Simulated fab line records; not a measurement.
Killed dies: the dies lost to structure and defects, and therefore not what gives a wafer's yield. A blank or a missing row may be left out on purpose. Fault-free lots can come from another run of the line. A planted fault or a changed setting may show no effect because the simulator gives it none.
Chamber matching | flow n5-finfet | N5_BEOL_M11_ETCH_65 on rie-diel-04: 4 sister chambers
The step etches SiARC in CF4, target depth 39 nm, time 65 s. 4 wafers are shown with their chamber, then 10 later ones without.

## WAFERS, EACH WITH ITS CHAMBER
wafer  | chamber | drypump-motor-current-A (A)
L090.2 | 3       | 5.3
L090.6 | 2       | 6.4
L087.1 | 1       | 6.3
L087.4 | 0       | 6.1

## WAFERS WHOSE CHAMBER IS MISSING
wafer  | drypump-motor-current-A (A)
L087.5 | 6.1
L089.1 | 6.1
L089.3 | 6.3
L089.5 | 6.1
L092.4 | 6.3
L092.5 | 5.4
L092.6 | 6.1
L094.2 | 6.3
L094.4 | 5.3
L094.6 | 6.3

## WHICH CHAMBER EACH WENT THROUGH
wafer  | from the rows above | in truth
L087.5 | 0                   | 0
L089.1 | 0                   | 0
L089.3 | 1                   | 1
L089.5 | 0                   | 0
L092.4 | 1                   | 1
L092.5 | 3                   | 3
L092.6 | 0                   | 0
L094.2 | 1                   | 1
L094.4 | 3                   | 3
L094.6 | 1                   | 1
Correct placement for 10 of the 10. Left unplaced by these rows: 0. Number placed wrongly: 0.
How it was worked out, from the rows above alone: a wafer's distance from a chamber is the root of the sum, over the readings, of the square of ((its reading less the chamber's mean) divided by the reading's scatter). The wafer belongs to the nearest chamber; if the next one is less than 2 further off, it can't be placed. For every chamber, the mean is computed from those of its wafers that are shown. The scatter (one wafer shown for each chamber): square how far every hidden wafer sits from the nearest shown wafer, average those squares and take the square root.
